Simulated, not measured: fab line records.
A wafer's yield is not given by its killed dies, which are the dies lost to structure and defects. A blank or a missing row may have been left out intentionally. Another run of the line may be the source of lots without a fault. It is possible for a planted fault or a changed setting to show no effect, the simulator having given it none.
Chamber matching + flow n5_finfet + ald_metal-02 running N5_MOL_CONTACT_COAG_ALD_20: 4 sister chambers
The step deposits TiN, target thk 1.5 nm, pulse time 1 s, purge time 3 s. 8 wafers are shown with their chamber, then 12 later ones without.

## EACH WAFER AND ITS CHAMBER
| wafer  | chamber | heater_power_w (W) | heater_power_outer_w (W) |
|--------|---------|--------------------|--------------------------|
| L083.5 | 2       | 824                | 510                      |
| L084.4 | 2       | 852                | 513                      |
| L086.4 | 3       | 772                | 518                      |
| L087.3 | 3       | 767                | 531                      |
| L089.5 | 0       | 934                | 563                      |
| L090.2 | 1       | 780                | 472                      |
| L090.5 | 0       | 958                | 564                      |
| L090.6 | 1       | 791                | 469                      |

## WAFERS WHOSE CHAMBER IS MISSING
| wafer  | heater_power_w (W) | heater_power_outer_w (W) |
|--------|--------------------|--------------------------|
| L093.3 | 787                | 483                      |
| L093.4 | 799                | 520                      |
| L093.5 | 807                | 473                      |
| L095.4 | 851                | 525                      |
| L095.5 | 798                | 465                      |
| L095.6 | 886                | 532                      |
| L096.2 | 956                | 553                      |
| L096.3 | 801                | 479                      |
| L096.6 | 801                | 474                      |
| L097.1 | 859                | 509                      |
| L097.3 | 812                | 466                      |
| L097.4 | 948                | 536                      |

## WHICH CHAMBER EACH ONE RAN IN
| wafer  | from the rows above     | in truth |
|--------|-------------------------|----------|
| L093.3 | 1                       | 1        |
| L093.4 | can't be placed: 3 or 2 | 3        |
| L093.5 | 1                       | 1        |
| L095.4 | 2                       | 2        |
| L095.5 | 1                       | 1        |
| L095.6 | 2                       | 2        |
| L096.2 | 0                       | 0        |
| L096.3 | 1                       | 1        |
| L096.6 | 1                       | 1        |
| L097.1 | 2                       | 2        |
| L097.3 | 1                       | 1        |
| L097.4 | 0                       | 0        |
Correct placement for 11 of the 12. From these rows, 1 cannot be placed; in 1 the true chamber is one of the candidates. Number placed wrongly: 0.
How it was worked out, from the rows above alone: a wafer's distance from a chamber is the root of the sum, over the readings, of the square of ((its reading less the chamber's mean) divided by the reading's scatter). If the next closest chamber is less than 2 further off than the closest, the wafer can't be placed; otherwise it belongs to the closest. For every chamber, the mean is computed from those of its wafers that are shown. The scatter is the square root of a quotient: the sum, over the shown wafers, of each reading's squared deviation from its chamber's mean, divided by wafers minus chambers.
